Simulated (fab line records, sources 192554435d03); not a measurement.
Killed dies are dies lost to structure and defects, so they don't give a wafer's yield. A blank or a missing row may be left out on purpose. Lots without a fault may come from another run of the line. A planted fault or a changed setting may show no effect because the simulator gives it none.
Split-lot experiment | flow n5_finfet | 7 lots, 21 wafers read, on a route of 1938 steps

THE SPLIT
At N5_DUMMY_GATE_ETCH_37 (etches SOC in N2/H2, target depth 60 nm, overetch 30 nm), the setting source_w was moved away from the recipe's 840 W on 5 of the 21 wafers read, by -9.1% to +17.7%. The other wafers ran this setting at the recipe's value.

The reading is taken at the split's own step.

THE READING
rf_vpp_V, in V, at N5_DUMMY_GATE_ETCH_37 (etches SOC in N2/H2, target depth 60 nm, overetch 30 nm). Fault-free wafers of this fab line usually give 524.5 V, standard deviation 2.7 V.

wafer  | tool, chamber at the split | source_w as run, W | against the recipe | rf_vpp_V, V | against lot-mates on the recipe
L074.1 | rie_diel-03, 0             | 840                | recipe             | 526.3       | -
L074.2 | rie_diel-03, 3             | 840                | recipe             | 522.5       | -
L074.6 | rie_diel-03, 0             | 840                | recipe             | 526.3       | -
L076.1 | rie_diel-03, 1             | 840                | recipe             | 523.9       | -
L076.2 | rie_diel-03, 2             | 840                | recipe             | 525.6       | -
L076.3 | rie_diel-03, 3             | 988.7              | +17.7%             | 495.3       | -29.4
L082.1 | rie_diel-04, 2             | 840                | recipe             | 526.3       | -
L082.4 | rie_diel-04, 1             | 840                | recipe             | 526.2       | -
L082.6 | rie_diel-04, 1             | 840                | recipe             | 528.5       | -
L087.4 | rie_diel-04, 3             | 950.9              | +13.2%             | 506.4       | -22.1
L087.5 | rie_diel-04, 1             | 840                | recipe             | 528.5       | -
L087.6 | rie_diel-04, 2             | 950.9              | +13.2%             | 504.0       | -24.5
L089.1 | rie_diel-04, 2             | 840                | recipe             | 526.7       | -
L089.2 | rie_diel-04, 1             | 840                | recipe             | 526.6       | -
L089.4 | rie_diel-04, 0             | 840                | recipe             | 521.4       | -
L094.1 | rie_diel-06, 3             | 840                | recipe             | 521.8       | -
L094.3 | rie_diel-06, 1             | 985.8              | +17.4%             | 493.4       | -30.3
L094.5 | rie_diel-06, 0             | 840                | recipe             | 525.6       | -
L095.2 | rie_diel-04, 1             | 840                | recipe             | 527.3       | -
L095.4 | rie_diel-04, 3             | 763.6              | -9.1%              | 543.2       | +15.8
L095.6 | rie_diel-04, 1             | 840                | recipe             | 527.6       | -

THE FIT
A straight line over all 21 wafers: rf_vpp_V changes by -1.73 V for each +1% of source_w; r = -0.98; the points scatter about the line by 2.2 V.
The same after taking each lot's own level away (the mean of its wafers on the recipe; 21 wafers): -1.73 V for each +1%; r = -0.99; scatter 1.5 V.
On that fit, the largest move of source_w shifts the reading by 31 V.
The lots' own levels span 523.70 to 528.50 V, that is 1.8 times the standard deviation above.
So the lot-to-lot level changes the slope little: the two slopes agree.
Check: with one of the wafers moved furthest among these (+17.7%) left out of the fit, the line predicts -31 V for it against its lot-mates. It came out at -29.4 V against them.
Tool readings at the split's step, against how far the setting was moved: rf_vpp_V r = -0.98.

OTHER SPLITS ON THESE WAFERS
These wafers also went through other splits before the reading. Each is held against what the fit with the lots' levels taken away leaves over:
other split on the same wafers        | wafers away from the commonest value | r with rf_vpp_V (lot level and that fit taken away)
N5_FIN_SAQP_SPACER1_ALD_24 ald_cycles | 5                                    | +0.38
N5_FIN_SAQP_ETCH_34 source_w          | 7                                    | +0.06
N5_DUMMY_GATE_EXPOSE_12 dose_mj       | 4                                    | +0.03

THE WHOLE CHAIN: every reading that the file lists as answering this split, in the file's order
step                  | what it does                                            | reading                                                                             | change (the file's fit)                | r (the file's)
N5_DUMMY_GATE_ETCH_37 | etches SOC in N2/H2, target depth 60 nm, overetch 30 nm | rf_vpp_V                                                                            | -1.72 V for each +1% of the setting    | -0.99
N5_DUMMY_GATE_ETCH_37 | etches SOC in N2/H2, target depth 60 nm, overetch 30 nm | SiARC_of_DUMMY_GATE_COAT_35.thk_nm (the simulator's own value, which no gauge read) | -0.0232 nm for each +1% of the setting | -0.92

THE FILE'S OWN FIT
rf_vpp_V changes by -1.72 V for each +1% of source_w, r = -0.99.
